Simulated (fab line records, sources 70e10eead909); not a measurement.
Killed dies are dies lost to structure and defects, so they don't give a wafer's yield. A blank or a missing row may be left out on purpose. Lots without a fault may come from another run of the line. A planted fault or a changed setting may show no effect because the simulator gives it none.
Which tool did it? | flow nand_harc | 7 lots, 20 wafers sampled, at 3 steps of a route of 1159

WHAT THE GAUGES READ, wafer by wafer
NHARC_A_ONON_D1_THK_MEAS_11: measures by ellipsometry.
lot  | measured     | on            | thk_nm (nm)
L267 | day 8 06:03  | film_metro-02 | 995 995 995
L269 | day 8 15:58  | film_metro-02 | 1001 999 999
L273 | day 9 06:47  | film_metro-01 | 999 999 999
L274 | day 9 21:06  | film_metro-02 | 1018 1016 1016
L281 | day 11 13:41 | film_metro-02 | 985 666
L285 | day 12 00:46 | film_metro-01 | 1003 1003 1004
L288 | day 12 18:25 | film_metro-01 | 1021 1021 1023

WHICH TOOL RAN EACH LOT (tool, then ch and the chambers of the sampled wafers, then the start)
lot  | NHARC_P_BONDPAD_PVD_17                  | NHARC_A_ONON_D1_DEP_09
L267 | pvd_sputter-01, day 8 05:40 or earlier  | pecvd_onon-02 ch 0, day 8 05:40
L269 | pvd_sputter-02, day 8 15:34 or earlier  | pecvd_onon-03 ch 0, day 8 15:34
L273 | pvd_sputter-01, day 9 06:16 or earlier  | pecvd_onon-02 ch 0, day 9 06:16
L274 | pvd_sputter-03, day 9 20:38 or earlier  | pecvd_onon-04 ch 0, day 9 20:38
L281 | pvd_sputter-01, day 11 13:14 or earlier | pecvd_onon-04 ch 0, day 11 13:14
L285 | pvd_sputter-01, day 12 00:18 or earlier | pecvd_onon-02 ch 0, day 12 00:18
L288 | pvd_sputter-02, day 12 17:54 or earlier | pecvd_onon-02 ch 0, day 12 17:54
- NHARC_P_BONDPAD_PVD_17: deposits TaN, target thk 5 nm, time 8.06 s.
- NHARC_A_ONON_D1_DEP_09: target thk 1000 nm.

THE ANSWER, worked out from the rows above alone
Rule: what is usual is taken from the lots themselves. Put in order of their means at a reading, lots are off if they are a third of the lots or fewer, leave a main group of 4 or more, and stand apart from it by a gap of 3 or more times the standard deviation of the main group's means; of several such gaps the widest counts. A main group whose means are all the same, to the digits that the tables above print for the reading, isn't used. A lot without any number at a reading at which 4 lots or more have one is off too. The other lots that the step has rows for count as sound.
Off: L281, at NHARC_A_ONON_D1_THK_MEAS_11 (thk_nm). The main group: mean 1006 nm, standard deviation 9.8.
A tool fits if, at a process step before that reading, it ran every lot that is off, and no sound lot after the first of them. The gauges at NHARC_A_ONON_D1_THK_MEAS_11 are tried like those tools. NHARC_P_BONDPAD_PVD_17 gives no start for some lots, so the hours and the order of its lots are those of NHARC_A_ONON_D1_DEP_09. Can't be told from this: 2 tools fit, pecvd_onon-04 at NHARC_A_ONON_D1_DEP_09, film_metro-02 at NHARC_A_ONON_D1_THK_MEAS_11.

WHAT THE SIMULATOR HAD PUT IN
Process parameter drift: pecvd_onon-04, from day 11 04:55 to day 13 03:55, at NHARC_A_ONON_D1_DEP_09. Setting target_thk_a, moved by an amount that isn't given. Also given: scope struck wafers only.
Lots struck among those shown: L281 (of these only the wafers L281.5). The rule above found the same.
